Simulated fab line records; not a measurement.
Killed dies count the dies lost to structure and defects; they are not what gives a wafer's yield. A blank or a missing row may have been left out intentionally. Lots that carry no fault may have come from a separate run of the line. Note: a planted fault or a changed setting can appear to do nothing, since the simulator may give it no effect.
Matching of chambers	flow nandHarc	NHARC_A_CHANNEL_FILL_D2_CMP_10 on cmp-04 has 4 sister chambers
The step polishes, target thk 150 nm. 8 wafers are shown with their chamber, then 7 later ones without.

WAFERS, EACH WITH ITS CHAMBER
wafer	chamber	motorCurrentA (A)	timeToEndpointS (s)
L074.1	3	13.4	10.6
L078.3	3	13.6	11.1
L085.3	0	11.0	16.0
L085.4	2	12.7	17.1
L086.1	2	13.4	16.3
L086.2	0	11.2	20.0
L087.1	1	13.2	12.3
L087.5	1	12.8	15.1

WAFERS MISSING THEIR CHAMBER
wafer	motorCurrentA (A)	timeToEndpointS (s)
L087.6	12.2	15.3
L088.1	13.9	15.7
L088.5	13.3	15.2
L088.6	12.9	15.7
L097.2	13.2	16.1
L097.5	13.1	17.0
L097.6	13.7	13.8

CHAMBER TAKEN BY EACH
wafer	from the rows above	in truth
L087.6	can't be placed: 1 or 2 or 0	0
L088.1	can't be placed: 2 or 3 or 1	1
L088.5	can't be placed: 2 or 1 or 3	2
L088.6	can't be placed: 2 or 1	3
L097.2	can't be placed: 2 or 1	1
L097.5	can't be placed: 2 or 1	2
L097.6	can't be placed: 3 or 1 or 2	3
Placed correctly: 0 of 7. Can't be placed from these rows: 7 (the true chamber is among the candidates in 6). Wrongly placed: 0.
How it was worked out, from the rows above alone: a wafer's distance from a chamber is the root of the sum, over the readings, of the square of ((its reading less the chamber's mean) divided by the reading's scatter). The wafer belongs to the nearest chamber; if the next one is less than 2 further off, it can't be placed. The mean given for a chamber averages the wafers shown for that chamber. The scatter is the square root of a quotient: the sum, over the shown wafers, of each reading's squared deviation from its chamber's mean, divided by wafers minus chambers.
